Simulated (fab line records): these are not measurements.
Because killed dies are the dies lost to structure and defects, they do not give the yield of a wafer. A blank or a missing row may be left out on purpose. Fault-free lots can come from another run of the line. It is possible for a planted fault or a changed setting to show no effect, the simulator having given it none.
Split-lot experiment ; flow n5_finfet ; 21 wafers read from 7 lots, route of 1938 steps

== ON THE SPLIT ==
At N5_BEOL_M9_COAT_22 (resist thk 30 nm), the setting spin_rpm was moved away from the recipe's 1500 rpm on 8 of the 21 wafers read, by -10.1% to +6.2%. All remaining wafers had this setting at the recipe value.

== FROM THE SPLIT TO THE READING: what the file shows between them, 6 steps ==
- N5_BEOL_M9_EBR_24
- N5_BEOL_M9_SOFTBAKE_23: time 60 s
- N5_BEOL_M9_EXPOSE_25: exposes mask V8
- N5_BEOL_M9_PEB_26: peb time 60 s
- N5_BEOL_M9_DEVELOP_27: develop time 30 s
- N5_BEOL_M9_DESCUM_33: chemistry O2, time 7 s

== THE READING ==
CAR-EUV_of_BEOL_M9_COAT_22.thk_nm (the simulator's own value, which no gauge read), in nm, at N5_BEOL_M9_ETCH_76 (etches underlayer in N2/H2, target depth 6.5 nm, time 5.2 s). The file does not state a usual value for it. Across the 13 wafers here that went through the recipe, the average is 20.2 nm and the standard deviation 0.13 nm.

wafer;tool, chamber at the split;spin_rpm as run, rpm;against the recipe;CAR-EUV_of_BEOL_M9_COAT_22.thk_nm, nm;against lot-mates on the recipe
L077.1;litho_track-02, 0;1500;recipe;20.4;-
L077.4;litho_track-02, 0;1500;recipe;20.4;-
L077.3;litho_track-02, 0;1500;recipe;20.2;-
L078.1;litho_track-05, 0;1426;-4.9%;21.2;+1.0
L078.2;litho_track-05, 0;1426;-4.9%;21;+0.8
L078.4;litho_track-05, 0;1500;recipe;20.2;-
L079.1;litho_track-05, 0;1571;+4.7%;19.6;-0.6
L079.6;litho_track-05, 0;1571;+4.7%;19.6;-0.6
L079.2;litho_track-05, 0;1500;recipe;20.2;-
L082.2;litho_track-02, 0;1500;recipe;20.2;-
L082.5;litho_track-02, 0;1500;recipe;20.2;-
L082.4;litho_track-02, 0;1500;recipe;20.4;-
L083.1;litho_track-02, 0;1349;-10.1%;22;no lot-mate on the recipe
L083.2;litho_track-02, 0;1349;-10.1%;22;no lot-mate on the recipe
L083.6;litho_track-02, 0;1349;-10.1%;22;no lot-mate on the recipe
L087.1;litho_track-05, 0;1500;recipe;20.4;-
L087.2;litho_track-05, 0;1500;recipe;20;-
L087.4;litho_track-05, 0;1500;recipe;20;-
L089.1;litho_track-05, 0;1500;recipe;20.2;-
L089.4;litho_track-05, 0;1500;recipe;20.2;-
L089.2;litho_track-05, 0;1593;+6.2%;19;-1.2

THE FIT
A straight line over all 21 wafers: CAR-EUV_of_BEOL_M9_COAT_22.thk_nm changes by -0.173 nm for each +1% of spin_rpm; r = -0.99; the points scatter about the line by 0.13 nm.
The same after taking each lot's own level away (the mean of its wafers on the recipe; 18 wafers): -0.168 nm for each +1%; r = -0.96; scatter 0.13 nm.
The reading moves by 1.7 nm for the largest change in spin_rpm, on that fit.
Across the lots, their own levels run from 20.13 to 20.33 nm, a range of 1.5 times the standard deviation given above.
Hence the lot-to-lot level has little effect on the slope; both slopes agree.
Check: for one of the wafers moved furthest among these (+6.2%), held out of the fit, the line's prediction against its lot-mates is -0.933 nm. Against them it came out at -1.2 nm.

== OTHER SPLITS APPLIED TO THESE WAFERS ==
Before the reading, these wafers also passed through other splits. Each is held against what the fit with the lots' levels taken away leaves over:
other split on the same wafers;wafers away from the commonest value;r with CAR-EUV_of_BEOL_M9_COAT_22.thk_nm (lot level and that fit taken away)
N5_BEOL_M8_EXPOSE_25 dose_mj;7;+0.09
N5_BEOL_M9_ETCH_62 source_w;7;+0.19

== THE WHOLE CHAIN: every reading that the file lists as answering this split, in the file's order ==
step;what it does;reading;change (the file's fit);r (the file's)
N5_BEOL_M9_COAT_22;resist thk 30 nm;CAR-EUV_of_BEOL_M9_COAT_22.thk_nm (the simulator's own value, which no gauge read);-0.156 nm for each +1% of the setting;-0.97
N5_BEOL_M9_DEVELOP_27;develop time 30 s;CAR-EUV_of_BEOL_M9_COAT_22.thk_nm (the simulator's own value, which no gauge read);-0.147 nm for each +1% of the setting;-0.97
N5_BEOL_M9_ETCH_76;etches underlayer in N2/H2, target depth 6.5 nm, time 5.2 s;CAR-EUV_of_BEOL_M9_COAT_22.thk_nm (the simulator's own value, which no gauge read);-0.173 nm for each +1% of the setting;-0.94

== FILE'S OWN FIT ==
CAR-EUV_of_BEOL_M9_COAT_22.thk_nm changes by -0.173 nm for each +1% of spin_rpm, r = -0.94.
